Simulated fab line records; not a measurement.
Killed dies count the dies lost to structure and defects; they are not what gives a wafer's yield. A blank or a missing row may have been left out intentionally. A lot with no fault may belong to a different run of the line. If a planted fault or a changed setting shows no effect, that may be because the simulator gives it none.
Code-filled problem report in 8D (eight disciplines) form || flow n5-finfet || the parts of the form that need people (team, actions taken, sign-off) are left out

== 1. WHAT IS WRONG ==
Mean IOFF_P_LIN at N5_BEOL_M4_RC_MEAS_101: 0.274 nA/um over 3 wafers in 3 lots; fault-free wafers: 0.098 nA/um, standard deviation 0.013. That puts it +14 standard deviations away from the usual mean.
Seen first at day 10 05:26 on prober-01, wafer L455.6. The record holds 27 wafers of 10 lots with a number at this step. Rule for "out", or "out of limits": more than 4 standard deviations from the usual mean. The rest of the wafers with a number are treated as sound.

== 2. WHAT IT IS; WHAT IT IS NOT ==
{"question": "which readings at this step", "is": "IOFF_P_LIN, IOFF_P, IOFF_P_85C, IOFF_P_LONG, ION_P, VT_P, VT_P_LONG, VT_P_LVT", "is not": "ION_N, SS_N, SS_P, VT_N"}
{"question": "which lots", "is": "L454, L455, L457", "is not": "L451, L452, L453, L466, L467, L468, L470"}
{"question": "which wafers of those lots", "is": "L454.6, L455.6, L457.4", "is not": "L454.5, L455.5, L457.5"}
{"question": "read on which gauges", "is": "prober-01, prober-02", "is not": "-"}
{"question": "when", "is": "from day 10 05:26", "is not": "up to then (10 sound wafers); but 14 sound wafers of L454, L457, L466, L467, L468, L470 came after"}

== 3. SUSPECTS, AND WHAT RULES EACH OUT ==
Counting: if a tool at a process step up to the reading ran every lot that is out, it stays a suspect. Sound lots after the first of them don't rule it out here, since some wafers of a struck lot are sound.
- the gauge at N5_BEOL_M4_RC_MEAS_101 has been ruled out. 2 gauges (prober-01, prober-02) read the wafers that are out.
- ald-metal-02 at N5_HKMG_FIN_PWFM_ALD_03 (deposits TiN, target thk 2 nm, pulse time 1 s, purge time 3 s): kept. It processed each lot that is out (first: L454, day 5 22:19); up to then, its last sound lot is L452 (day 5 12:38).
The count leaves ald-metal-02 at N5_HKMG_FIN_PWFM_ALD_03.

== 4. THE CAUSE (what the simulator had put in) ==
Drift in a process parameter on ald-metal-02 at N5_HKMG_FIN_PWFM_ALD_03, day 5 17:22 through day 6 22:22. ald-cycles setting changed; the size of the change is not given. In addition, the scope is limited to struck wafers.
Only this tool survived the counting.

== 5. THE CHAIN OF EFFECTS, in route order ==
One row per reading whose mean, taken over the struck wafers that have a number, lies over 3 standard deviations from the usual. Scope: only readings with a usual standard deviation given in the record; hours: median across lots of the time from each lot's start at the first step in this table that gives one to its start at this step; sigmas: change in usual standard deviations.
{"hours": 0, "step": "N5_BEOL_M4_RC_MEAS_101", "reading": "IOFF_P", "usual": "0.21 nA/um", "on struck wafers": 0.61, "change": "+0.40", "sigmas": "+11"}
{"hours": 0, "step": "N5_BEOL_M4_RC_MEAS_101", "reading": "IOFF_P_85C", "usual": "3.6 nA/um", "on struck wafers": 8.9, "change": "+5.3", "sigmas": "+10"}
{"hours": 0, "step": "N5_BEOL_M4_RC_MEAS_101", "reading": "IOFF_P_LIN", "usual": "0.098 nA/um", "on struck wafers": 0.274, "change": "+0.176", "sigmas": "+14"}
{"hours": 0, "step": "N5_BEOL_M4_RC_MEAS_101", "reading": "IOFF_P_LONG", "usual": "0.000101 nA/um", "on struck wafers": 0.000180, "change": "+0.000079", "sigmas": "+9.6"}
{"hours": 0, "step": "N5_BEOL_M4_RC_MEAS_101", "reading": "ION_P", "usual": "461 uA/um", "on struck wafers": 501, "change": "+40", "sigmas": "+5.6"}
{"hours": 0, "step": "N5_BEOL_M4_RC_MEAS_101", "reading": "VT_P", "usual": "-250.9 mV", "on struck wafers": -222.4, "change": "+28.5", "sigmas": "+9.8"}
{"hours": 0, "step": "N5_BEOL_M4_RC_MEAS_101", "reading": "VT_P_LONG", "usual": "-276.3 mV", "on struck wafers": -252.9, "change": "+23.4", "sigmas": "+9.4"}
{"hours": 0, "step": "N5_BEOL_M4_RC_MEAS_101", "reading": "VT_P_LVT", "usual": "-99.7 mV", "on struck wafers": -72.0, "change": "+27.7", "sigmas": "+9.9"}
{"hours": 109, "step": "N5_PASSIVATION_PROBE_49", "reading": "sort_bin_4_leakage", "usual": "0.00 %", "on struck wafers": 36.55, "change": "+36.55", "sigmas": "+99 or more"}
{"hours": 109, "step": "N5_PASSIVATION_PROBE_49", "reading": "sort-n-pass", "usual": 1077, "on struck wafers": 659, "change": -418, "sigmas": -25}
{"hours": 109, "step": "N5_PASSIVATION_PROBE_49", "reading": "sort-yield-pct", "usual": "91.2 %", "on struck wafers": 55.8, "change": -35.4, "sigmas": -25}
Here are the process steps it includes:
- N5_PASSIVATION_PROBE_49

== 6. WHAT WOULD HAVE CAUGHT IT SOONER ==
Counted from the fault's start at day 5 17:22, it took 108 hours until the first out-of-limits reading at a measuring or inspecting step in this record, taken at day 10 05:26.
An alarm limit of 4 standard deviations would not have fired on the tool readings at N5_HKMG_FIN_PWFM_ALD_03 for which the record gives a usual standard deviation, since none of them was out on any struck wafer.
By day 10 05:26, every lot that is out (3) had started N5_HKMG_FIN_PWFM_ALD_03 on ald-metal-02. Tool hold at that time: it would have spared none of them.
